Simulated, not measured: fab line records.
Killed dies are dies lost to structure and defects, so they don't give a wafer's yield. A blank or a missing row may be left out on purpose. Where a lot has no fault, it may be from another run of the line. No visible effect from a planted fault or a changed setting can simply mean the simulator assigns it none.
Split-lot trial ; flow n5_finfet ; route with 1938 steps; 7 lots, 39 wafers read

== SPLIT DETAILS ==
At N5_HKMG_FIN_CVD_62 (deposits a-Si from Si2H6, target thk 3 nm, time 20.8 s), the setting temp_c was moved away from the recipe's 500 C on 12 of the 39 wafers read, by -3.4% to +3.6%. All remaining wafers had this setting at the recipe value.

The reading comes from the split's own step.

== THE READING ==
a-Si_of_HKMG_FIN_CVD_62.thk_nm (the simulator's own value, which no gauge read), in nm, at N5_HKMG_FIN_CVD_62 (deposits a-Si from Si2H6, target thk 3 nm, time 20.8 s). There is no usual value for it anywhere in the file. Here, 27 wafers ran the recipe; their average is 3.0 nm with a standard deviation of 0.1 nm.

wafer;tool, chamber at the split;temp_c as run, C;against the recipe;a-Si_of_HKMG_FIN_CVD_62.thk_nm, nm;against lot-mates on the recipe
L076.1;thermal_cvd_si-01, 0,1,1,0,0,1;500;recipe;3;-
L076.2;thermal_cvd_si-01, 0,1,1,0,0,1;500;recipe;3;-
L076.3;thermal_cvd_si-01, 0,1,1,0,0,1;500;recipe;3;-
L076.4;thermal_cvd_si-01, 0,1,1,0,0,1;500;recipe;3;-
L076.5;thermal_cvd_si-01, 0,1,1,0,0,1;500;recipe;3;-
L076.6;thermal_cvd_si-01, 0,1,1,0,0,1;500;recipe;3;-
L078.1;thermal_cvd_si-01, 1,0,1;500;recipe;3;-
L078.4;thermal_cvd_si-01, 1,0,1;500;recipe;3;-
L078.6;thermal_cvd_si-01, 1,0,1;500;recipe;3;-
L078.2;thermal_cvd_si-01, 2;486.2;-2.8%;2.2;-0.8
L078.3;thermal_cvd_si-01, 0,2;486.2;-2.8%;2;-1.0
L078.5;thermal_cvd_si-01, 0,2;486.2;-2.8%;2;-1.0
L079.2;thermal_cvd_si-02, 1,2;500;recipe;3;-
L079.6;thermal_cvd_si-02, 1,2;500;recipe;3;-
L079.4;thermal_cvd_si-02, 0;500;recipe;3.2;-
L084.1;thermal_cvd_si-01, 1,1,2;518.1;+3.6%;5;+2.1
L084.5;thermal_cvd_si-01, 1,1,2;518.1;+3.6%;5;+2.1
L084.6;thermal_cvd_si-01, 1,1,2;518.1;+3.6%;5;+2.1
L084.2;thermal_cvd_si-01, 2,0;500;recipe;3;-
L084.4;thermal_cvd_si-01, 2,0;500;recipe;3;-
L084.3;thermal_cvd_si-01, 0;500;recipe;2.8;-
L086.1;thermal_cvd_si-01, 1;500;recipe;3;-
L086.4;thermal_cvd_si-01, 1;500;recipe;3;-
L086.2;thermal_cvd_si-01, 0,2,0,2;500;recipe;3.2;-
L086.3;thermal_cvd_si-01, 0,2,0,2;500;recipe;3.2;-
L086.5;thermal_cvd_si-01, 0,2,0,2;500;recipe;3.2;-
L086.6;thermal_cvd_si-01, 0,2,0,2;500;recipe;3.2;-
L096.1;thermal_cvd_si-01, 1,0,2;490.1;-2.0%;2.2;-0.7
L096.2;thermal_cvd_si-01, 1,0,2;490.1;-2.0%;2.2;-0.7
L096.5;thermal_cvd_si-01, 1,0,2;490.1;-2.0%;2.2;-0.7
L096.3;thermal_cvd_si-01, 2;500;recipe;2.8;-
L096.4;thermal_cvd_si-01, 0,1;500;recipe;3;-
L096.6;thermal_cvd_si-01, 0,1;500;recipe;3;-
L097.1;thermal_cvd_si-02, 2,1;500;recipe;3;-
L097.2;thermal_cvd_si-02, 2,1;500;recipe;3;-
L097.3;thermal_cvd_si-02, 0,2;483.2;-3.4%;2;-1.1
L097.6;thermal_cvd_si-02, 0,2;483.2;-3.4%;2;-1.1
L097.4;thermal_cvd_si-02, 0;500;recipe;3.2;-
L097.5;thermal_cvd_si-02, 1;483.2;-3.4%;1.8;-1.3
Rows listing several chambers each stand for several wafers; the file does not say which wafer went through which chamber.

THE FIT
A straight line over all 39 wafers: a-Si_of_HKMG_FIN_CVD_62.thk_nm changes by +0.43 nm for each +1% of temp_c; r = +0.97; the points scatter about the line by 0.18 nm.
The same after taking each lot's own level away (the mean of its wafers on the recipe; 39 wafers): +0.438 nm for each +1%; r = +0.97; scatter 0.18 nm.
Per that fit: largest temp_c move, reading shift of 1.6 nm.
The span of the lots' own levels, 2.93 to 3.13 nm, comes to 1.9 times the standard deviation stated above.
The two slopes agree, so the slope changes little with the lot-to-lot level.
Check: with one of the wafers moved furthest among these (+3.6%) left out of the fit, the line predicts +1.6 nm for it against its lot-mates. It came out at +2.07 nm against them.

== OTHER SPLITS ON THESE WAFERS ==
Other splits were also applied to these wafers ahead of the reading. Each is held against what the fit with the lots' levels taken away leaves over:
other split on the same wafers;wafers away from the commonest value;r with a-Si_of_HKMG_FIN_CVD_62.thk_nm (lot level and that fit taken away)
N5_SD_EPI_P_EXPOSE_06 dose_mj;18;-0.13

== FILE'S OWN FIT ==
a-Si_of_HKMG_FIN_CVD_62.thk_nm changes by +0.426 nm for each +1% of temp_c, r = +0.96.
